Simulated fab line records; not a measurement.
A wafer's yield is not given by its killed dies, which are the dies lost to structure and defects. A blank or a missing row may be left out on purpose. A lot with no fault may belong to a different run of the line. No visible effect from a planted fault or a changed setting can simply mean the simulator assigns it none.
A struck lot beside a sound one || flow n5_finfet || 15 steps out of a route of 1938
Sound: these wafers, L894.3, L894.4, L894.6. Struck: wafer L890.6 (left out: L890.3, a lot-mate that was not struck); the cause follows at the end.
Per side, at each step with rows, come the tool, then ch with its chambers, and then its first start. Under that, the readings that differ: sound wafers || struck wafers || difference of the means || sigmas: that difference in standard deviations of wafers without a fault.
alike: readings whose means differ by less than 2 such deviations, and words and numbers that are the same on both sides. not compared: withheld readings, readings that some wafer has no value for, bounds like >300 that may hide the same value, and numbers for which the record gives no deviation and whose values overlap.
Wherever a step has rows on one side only, a row that says differs or no value, or a row with sigmas, the two part there. Non-overlapping numbers with no deviation appear without sigmas and do not part them. A reading that every wafer of one side lacks parts them only if that side has two wafers or more.

first, 7 steps without rows for these wafers: N5_MOL_CONTACT_COAG_COAT_64 (time 60 s, resist thk 10 nm); N5_MOL_CONTACT_COAG_COAT_34 (resist thk 40 nm); N5_MOL_CONTACT_COAG_EBR_36; N5_MOL_CONTACT_COAG_SOFTBAKE_35 (time 60 s); N5_MOL_CONTACT_COAG_EXPOSE_37 (exposes mask VD, defocus 0 nm); N5_MOL_CONTACT_COAG_PEB_38 (peb time 60 s); N5_MOL_CONTACT_COAG_DEVELOP_39 (develop time 30 s).
N5_MOL_CONTACT_COAG_CD_MEAS_40 targets a cd of 25.1 nm.
  sound on cd_sem-03 ch 0, day 10 17:46; struck on cd_sem-02 ch 0, day 9 19:05
  alike: cd_nm
N5_MOL_CONTACT_COAG_OVL_MEAS_41:
  sound on overlay-02 ch 0, day 10 17:49; struck on overlay-01 ch 0, day 9 19:08
  alike: VD_OVL
N5_MOL_CONTACT_COAG_INSPECT_42: inspects for defects (brightfield).
  struck on defect_inspect-01, day 9 19:10; sound on defect_inspect-01, day 10 17:52
  alike: raw_defect_count
N5_MOL_CONTACT_COAG_DESCUM_45: chemistry O2, time 7 s.
  sound on rie_diel-03 ch 0,1,3, day 10 17:56; struck on rie_diel-05 ch 2, day 9 19:13
{"reading": "throttle_valve_pct (%)", "sound": "20.63 20.35 20.57", "struck": 20.13, "difference": -0.39, "sigmas": -2}
  alike: chamber_pressure_mTorr, drypump_motor_current_A, oes_product_au, rf_vpp_V, showerhead_plenum_p_Torr
  not compared: rf_hours_counter_h
N5_MOL_CONTACT_COAG_ETCH_65: etches underlayer in N2/H2, target depth 13 nm, time 10.4 s.
  sound on rie_diel-03 ch 0,1,3, day 10 17:58; struck on rie_diel-05 ch 2, day 9 19:15
{"reading": "rf_vpp_V (V)", "sound": "523.8 523.5 520.5", "struck": 527.4, "difference": "+4.8", "sigmas": "+2"}
  alike: chamber_pressure_mTorr, drypump_motor_current_A, etch_rf_on_time_s, oes_product_au, showerhead_plenum_p_Torr, throttle_valve_pct
  not compared: rf_hours_counter_h
N5_MOL_CONTACT_COAG_ETCH_66: etches SiARC in CF4, target depth 13 nm, time 21.7 s.
  sound on rie_diel-03 ch 0,1,3, day 10 17:59; struck on rie_diel-05 ch 2, day 9 19:16
{"reading": "etch_rf_on_time_s (s)", "sound": "21.3 21.9 21.1", "struck": 14.9, "difference": -6.5, "sigmas": -15}
  alike: chamber_pressure_mTorr, drypump_motor_current_A, oes_product_au, rf_vpp_V, showerhead_plenum_p_Torr, throttle_valve_pct
  not compared: rf_hours_counter_h
N5_MOL_CONTACT_COAG_ALD_133: deposits SiO2, target thk 5 nm, pulse time 1 s, co reactant pulse time 1 s.
  sound on ald_sin-04 ch 0,1, day 10 18:04; struck on ald_sin-01 ch 0, day 9 19:21
  alike: heater_power_w, precursor_pulse_height_rel
-- here the record skips 2 days between the struck wafers' starts before and after, leaving off in module MOL_CONTACT_COAG and picking up in module BEOL_M4 (first step shown: number 1111 of the route) --
N5_BEOL_M4_RC_MEAS_101:
  sound on prober-02 ch 0, day 13 19:11; struck on prober-01 ch 0, day 12 03:37
{"reading": "SS_N (mV/dec)", "sound": "70.3 71.0 71.3", "struck": 72.4, "difference": "+1.5", "sigmas": "+2"}
  alike: DIBL_N, DIBL_P, IOFF_N, IOFF_P, ION_N, ION_P, SS_P, VT_N, VT_P

== WHERE THEY PART ==
Earliest at N5_MOL_CONTACT_COAG_DESCUM_45; latest, in this record, at N5_BEOL_M4_RC_MEAS_101.

WHY: whatever the simulator had introduced
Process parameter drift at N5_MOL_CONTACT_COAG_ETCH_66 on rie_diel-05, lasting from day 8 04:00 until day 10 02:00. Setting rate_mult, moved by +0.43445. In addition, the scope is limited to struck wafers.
